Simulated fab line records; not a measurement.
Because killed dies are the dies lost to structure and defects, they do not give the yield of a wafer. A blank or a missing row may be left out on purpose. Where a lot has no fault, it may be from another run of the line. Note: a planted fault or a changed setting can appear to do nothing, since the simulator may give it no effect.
Problem report in the 8D (eight disciplines) form, filled by code | flow n5 finfet | the parts of the form that need people (team, actions taken, sign-off) are left out

1. THE PROBLEM
A mean of 32519 W is read at N5_BEOL_M7_SPUTTER_48 for cathode dc power W, taken on 1 wafer of 1 lot, against 26000 W (standard deviation 4.8) on wafers free of any fault. That is +99 or more standard deviations from the usual mean.
The step: material Cu, target thk 10 nm, time 1.667 s.
The first sign was on wafer L606.2 at day 13 15:13, on pvd sputter-02. Wafers with a number at this step in the record: 33, from 11 lots. The rule behind "out" and "out of limits": a value lying over 4 standard deviations away from the usual mean. Any other wafer with a number is counted as sound.

2. WHAT IT IS; WHAT IT IS NOT
question                    | is                 | is not
which readings at this step | cathode dc power W | substrate temp c, throttle valve pct
which lots                  | L606               | L588, L590, L591, L592, L593, L594, L599, L601, L605, L610
which wafers of those lots  | L606.2             | L606.1, L606.5
read on which tools         | pvd sputter-02     | pvd sputter-01, pvd sputter-03
when                        | from day 13 15:13  | up to then (26 sound wafers); but 6 sound wafers of L605, L610 came after

3. WHAT RULES OUT EACH SUSPECT
Counting: if a tool at a process step up to the reading ran every lot that is out, it stays a suspect. Sound lots after the first of them don't rule it out here, since some wafers of a struck lot are sound.
- pvd sputter-02 at N5_BEOL_M7_SPUTTER_48 (material Cu, target thk 10 nm, time 1.667 s): kept. The lot that is out, L606, ran on it at day 13 15:13; the last sound lot it ran before that was L593, at day 11 00:17. Its own cathode dc power W readings are out on those wafers.
Left after counting: pvd sputter-02 at N5_BEOL_M7_SPUTTER_48.

4. THE CAUSE (what the simulator had put in)
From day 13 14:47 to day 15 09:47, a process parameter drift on pvd sputter-02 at N5_BEOL_M7_SPUTTER_48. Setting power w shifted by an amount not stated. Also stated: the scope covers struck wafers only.
The count eliminated every tool but this one.

5. THE EFFECT CHAIN, in route order
Rows list readings where the struck wafers' mean (over those with a number) sits beyond 3 standard deviations from the usual. Only readings for which the record gives a usual standard deviation are gone through. hours: the time from each lot's start at the first step in this table that gives one to its start at this step, as a median over the lots. sigmas: the change in usual standard deviations.
hours | step                  | reading            | usual   | on struck wafers | change | sigmas
0     | N5_BEOL_M7_SPUTTER_48 | cathode dc power W | 26000 W | 32519            | +6519  | +99 or more
Process steps it contains:
- N5_BEOL_M7_SPUTTER_48: material Cu, target thk 10 nm, time 1.667 s.
Later measuring or inspecting steps at which every struck wafer that the step has a row for has a number for every such reading, and none has moved that far: N5_BEOL_M7_RS_MEAS_57.

6. HOW IT WOULD HAVE BEEN CAUGHT EARLIER
First out-of-limits reading in this record: day 13 15:13, which is 0 hours after fault onset at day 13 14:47.
